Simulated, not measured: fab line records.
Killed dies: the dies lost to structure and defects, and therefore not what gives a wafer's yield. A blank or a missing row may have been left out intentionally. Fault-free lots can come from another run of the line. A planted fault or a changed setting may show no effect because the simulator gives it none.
Which tool did it? ; flow n5Finfet ; Sampling: 13 lots, 39 wafers, 4 of 1938 route steps

== WHAT EACH GAUGE READ, for each wafer ==
N5_WELL_APT_CD_MEAS_25: target cd 200 nm. Usual: cdNm reads 201.6 nm (standard deviation 2.9).
lot;measured;on;cdNm (nm);flag
L364;day 1 15:40;cdSem-03;201.2 199.5 200.5;
L365;day 1 20:46;cdSem-02;199.9 201.6 200.5;
L366;day 2 02:58;cdSem-01;201.5 197.8 200.3;
L367;day 2 09:01;cdSem-01;198.6 199.9 202.9;
L370;day 3 03:05;cdSem-01;199.0 198.3 198.9;
L376;day 4 14:58;cdSem-02;208.5 205.4 204.3;
L377;day 4 21:36;cdSem-03;199.9 201.5 200.0;
L378;day 5 02:56;cdSem-03;205.2 203.7 207.1;
L379;day 5 09:32;cdSem-02;199.0 198.1 199.7;
L380;day 5 14:49;cdSem-03;196.9 199.6 199.3;
L382;day 6 03:44;cdSem-03;206.0 204.8 205.8;
L386;day 7 03:10;cdSem-03;199.3 201.6 201.8;
L387;day 7 09:01;cdSem-02;207.6 206.5 206.7;

N5_PMOS_HMC_CHANNEL_EPI_CD_MEAS_09: target cd 237.4 nm. Usual: cdNm reads 237.7 nm (standard deviation 1.1).
lot;measured;on;cdNm (nm);flag
L364;day 1 17:59;cdSem-03;235.9 236.0 237.3;
L365;day 1 23:01;cdSem-01;238.0 237.3 238.1;
L366;day 2 05:12;cdSem-02;239.5 238.6 239.3;
L367;day 2 11:04;cdSem-03;238.3 236.8 238.4;
L370;day 3 05:14;cdSem-01;240.6 238.8 239.1;
L376;day 4 17:28;cdSem-01;238.8 238.1 237.0;
L377;day 4 23:59;cdSem-02;236.2 236.6 235.6;
L378;day 5 05:07;cdSem-01;239.8 238.7 239.3;
L379;day 5 12:29;cdSem-03;237.2 237.2 238.7;
L380;day 5 17:05;cdSem-01;236.9 238.5 238.3;
L382;day 6 07:36;cdSem-03;238.7 238.9 238.2;
L386;day 7 05:55;cdSem-03;238.0 237.1 239.3;
L387;day 7 11:30;cdSem-03;237.7 238.1 237.4;

== WHICH TOOL RAN EACH LOT (tool, then ch and the chambers of the sampled wafers, then the start) ==
lot;N5_WELL_APT_DESCUM_13;N5_WELL_APT_STRIP_16
L364;rieDiel-04 ch 0,1,3, day 1 14:28;wetBench-06 ch 1,5,6, day 1 14:58
L365;rieDiel-01 ch 0,3, day 1 19:42;wetBench-06 ch 1,2,7, day 1 20:11
L366;rieDiel-04 ch 1,2, day 2 01:55;wetBench-06 ch 3,5,7, day 2 02:24
L367;rieDiel-01 ch 2,3, day 2 07:52;wetBench-04 ch 2,3,6, day 2 08:21
L370;rieDiel-05 ch 1,2, day 3 01:55;wetBench-05 ch 0,1,6, day 3 02:24
L376;rieDiel-05 ch 0,1,2, day 4 13:47;wetBench-05 ch 0,4,6, day 4 14:17
L377;rieDiel-04 ch 0,3, day 4 20:25;wetBench-04 ch 0,1,2, day 4 20:56
L378;rieDiel-05 ch 0,2, day 5 01:53;wetBench-05 ch 0,2,5, day 5 02:23
L379;rieDiel-04 ch 1,2,3, day 5 08:30;wetBench-06 ch 1,2,3, day 5 08:59
L380;rieDiel-04 ch 1,2,3, day 5 13:47;wetBench-06 ch 4,6,7, day 5 14:16
L382;rieDiel-04 ch 2,3, day 6 02:34;wetBench-06 ch 1,4,5, day 6 03:04
L386;rieDiel-01 ch 1,3, day 7 01:59;wetBench-05 ch 1,6,7, day 7 02:28
L387;rieDiel-05 ch 2,3, day 7 07:59;wetBench-06 ch 0,1,5, day 7 08:28
- N5_WELL_APT_DESCUM_13: chemistry O2, time 7.9 s.
- N5_WELL_APT_STRIP_16: strips in SPM, time 900 s.

== AS READ BY THE TOOLS THEMSELVES (means over the sampled wafers that have a number; for cases with no such wafer, the mark the record gives instead) ==
N5_WELL_APT_DESCUM_13. Usual: drypumpMotorCurrentA 5.3 A, standard deviation 0.51; oesProductAu 0.73 a.u., standard deviation 0.056; rfVppV 242.8 V, standard deviation 1.3; showerheadPlenumPTorr 2.07 Torr, standard deviation 0.057; throttleValvePct 20.43 %, standard deviation 0.15.
lot;tool;drypumpMotorCurrentA (A);oesProductAu (a.u.);rfVppV (V);showerheadPlenumPTorr (Torr);throttleValvePct (%);flag
L364;rieDiel-04;5.3;0.72;242.8;2.08;20.51;
L365;rieDiel-01;4.9;0.71;242.9;2.08;20.33;
L366;rieDiel-04;5.3;0.72;242.0;2.02;20.43;
L367;rieDiel-01;5.3;0.71;243.1;2.08;20.33;
L370;rieDiel-05;5.6;0.87;242.1;2.10;20.14;
L376;rieDiel-05;5.8;0.77;243.2;2.07;20.20;
L377;rieDiel-04;5.1;0.71;244.5;2.12;20.59;
L378;rieDiel-05;5.4;0.80;243.4;2.11;20.10;
L379;rieDiel-04;5.2;0.71;242.6;2.06;20.51;
L380;rieDiel-04;5.1;0.71;243.0;2.06;20.51;
L382;rieDiel-04;5.0;0.72;243.2;2.12;20.54;
L386;rieDiel-01;4.8;0.69;243.1;2.11;20.42;
L387;rieDiel-05;5.1;0.81;242.5;2.09;20.27;

N5_WELL_APT_STRIP_16. Usual: bathGuardTempC 129.9 C, standard deviation 0.42; bathHeatDutyPct 14.8 %, standard deviation 1.4.
lot;tool;bathGuardTempC (C);bathHeatDutyPct (%);flag
L364;wetBench-06;129.6;15.4;
L365;wetBench-06;129.7;13.1;
L366;wetBench-06;129.7;15.8;
L367;wetBench-04;130.1;14.4;
L370;wetBench-05;130.0;14.5;
L376;wetBench-05;129.9;14.2;
L377;wetBench-04;-;-;OFF
L378;wetBench-05;-;-;OFF
L379;wetBench-06;-;-;OFF
L380;wetBench-06;129.6;14.3;
L382;wetBench-06;129.4;15.0;
L386;wetBench-05;130.3;13.7;
L387;wetBench-06;129.5;14.7;

== THE ANSWER, worked out from the rows above alone ==
Rule: a lot counts as off when the mean over its wafers that have a number is more than 3 standard deviations away from the usual mean. Also off: a lot with no number at a reading for which 4 or more lots have one. All remaining lots with rows at the step are treated as sound. First the gauges in route order, then the tools' own readings, where a lot's mean is used as printed above. The first step at which some lot is off is used, and at that step the reading that is off furthest; a lot without a number counts as furthest.
Off, at N5_WELL_APT_STRIP_16 on bathGuardTempC: L377, L378, L379. Without a number there: L377, L378, L379.
If a tool, at that step or one of the process steps before it, ran each lot that is off and ran no sound lot following the first of them, it fits. None of those tried fits.

== WHAT THE SIMULATOR PUT IN ==
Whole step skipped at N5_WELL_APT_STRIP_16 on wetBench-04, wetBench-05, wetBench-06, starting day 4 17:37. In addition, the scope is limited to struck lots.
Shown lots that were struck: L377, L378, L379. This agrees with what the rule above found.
